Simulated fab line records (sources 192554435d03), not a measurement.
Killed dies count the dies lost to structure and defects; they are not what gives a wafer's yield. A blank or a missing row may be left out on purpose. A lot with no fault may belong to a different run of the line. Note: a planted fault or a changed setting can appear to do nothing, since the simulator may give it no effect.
Chamber matching / flow n5_finfet / N5_MOL_CONTACT_COAG_ETCH_89 on rie_diel-03 has 3 sister chambers
The step etches underlayer in N2/H2, target depth 13 nm, time 10.4 s. 14 wafers are shown with their chamber, then 6 later ones without.

## WAFERS WITH THEIR CHAMBER
wafer=L078.3; chamber=0; showerhead_plenum_p_Torr (Torr)=2.65; drypump_motor_current_A (A)=5.9; throttle_valve_pct (%)=17.6
wafer=L078.4; chamber=3; showerhead_plenum_p_Torr (Torr)=2.47; drypump_motor_current_A (A)=5.7; throttle_valve_pct (%)=17.5
wafer=L078.6; chamber=3; showerhead_plenum_p_Torr (Torr)=2.47; drypump_motor_current_A (A)=5.6; throttle_valve_pct (%)=17.5
wafer=L080.2; chamber=1; showerhead_plenum_p_Torr (Torr)=2.59; drypump_motor_current_A (A)=5.7; throttle_valve_pct (%)=17.7
wafer=L080.4; chamber=0; showerhead_plenum_p_Torr (Torr)=2.65; drypump_motor_current_A (A)=5.9; throttle_valve_pct (%)=17.6
wafer=L080.6; chamber=3; showerhead_plenum_p_Torr (Torr)=2.47; drypump_motor_current_A (A)=5.7; throttle_valve_pct (%)=17.5
wafer=L085.1; chamber=1; showerhead_plenum_p_Torr (Torr)=2.59; drypump_motor_current_A (A)=5.7; throttle_valve_pct (%)=17.7
wafer=L085.2; chamber=3; showerhead_plenum_p_Torr (Torr)=2.47; drypump_motor_current_A (A)=5.7; throttle_valve_pct (%)=17.5
wafer=L085.6; chamber=3; showerhead_plenum_p_Torr (Torr)=2.47; drypump_motor_current_A (A)=5.7; throttle_valve_pct (%)=17.5
wafer=L086.2; chamber=0; showerhead_plenum_p_Torr (Torr)=2.64; drypump_motor_current_A (A)=5.9; throttle_valve_pct (%)=17.7
wafer=L086.3; chamber=3; showerhead_plenum_p_Torr (Torr)=2.47; drypump_motor_current_A (A)=5.7; throttle_valve_pct (%)=17.5
wafer=L086.6; chamber=0; showerhead_plenum_p_Torr (Torr)=2.64; drypump_motor_current_A (A)=5.9; throttle_valve_pct (%)=17.7
wafer=L089.2; chamber=0; showerhead_plenum_p_Torr (Torr)=2.64; drypump_motor_current_A (A)=5.9; throttle_valve_pct (%)=17.7
wafer=L089.4; chamber=3; showerhead_plenum_p_Torr (Torr)=2.46; drypump_motor_current_A (A)=5.7; throttle_valve_pct (%)=17.5

SIGNATURES, as means of the wafers listed above
reading=showerhead_plenum_p_Torr; chamber 0=2.6440; chamber 1=2.5900; chamber 3=2.4686; scatter within a chamber=0.00432
reading=drypump_motor_current_A; chamber 0=5.900; chamber 1=5.700; chamber 3=5.686; scatter within a chamber=0.0279
reading=throttle_valve_pct; chamber 0=17.660; chamber 1=17.700; chamber 3=17.500; scatter within a chamber=0.033
Rule: for each reading, subtract the chamber's mean from the wafer's reading, divide by that reading's scatter and square the result; add these up over the readings and take the root, which gives the wafer's distance from the chamber. If the next closest chamber is less than 2 further off than the closest, the wafer can't be placed; otherwise it belongs to the closest. The scatter: the root of (the sum of the squares of (reading less its chamber's mean) over the shown wafers, divided by (wafers less chambers)).

## WAFERS MISSING THEIR CHAMBER
wafer=L089.5; showerhead_plenum_p_Torr (Torr)=2.58; drypump_motor_current_A (A)=5.7; throttle_valve_pct (%)=17.8
wafer=L091.2; showerhead_plenum_p_Torr (Torr)=2.46; drypump_motor_current_A (A)=5.7; throttle_valve_pct (%)=17.5
wafer=L091.6; showerhead_plenum_p_Torr (Torr)=2.58; drypump_motor_current_A (A)=5.6; throttle_valve_pct (%)=17.8
wafer=L096.1; showerhead_plenum_p_Torr (Torr)=2.46; drypump_motor_current_A (A)=5.7; throttle_valve_pct (%)=17.6
wafer=L096.3; showerhead_plenum_p_Torr (Torr)=2.63; drypump_motor_current_A (A)=5.9; throttle_valve_pct (%)=17.7
wafer=L096.4; showerhead_plenum_p_Torr (Torr)=2.57; drypump_motor_current_A (A)=5.7; throttle_valve_pct (%)=17.8

## WHICH CHAMBER EACH WENT THROUGH
wafer=L089.5; from the rows above=1; in truth=1
wafer=L091.2; from the rows above=3; in truth=3
wafer=L091.6; from the rows above=1; in truth=1
wafer=L096.1; from the rows above=3; in truth=3
wafer=L096.3; from the rows above=0; in truth=0
wafer=L096.4; from the rows above=1; in truth=1
Correctly placed: 6 of 6. Left unplaced by these rows: 0. Wrongly placed: 0.
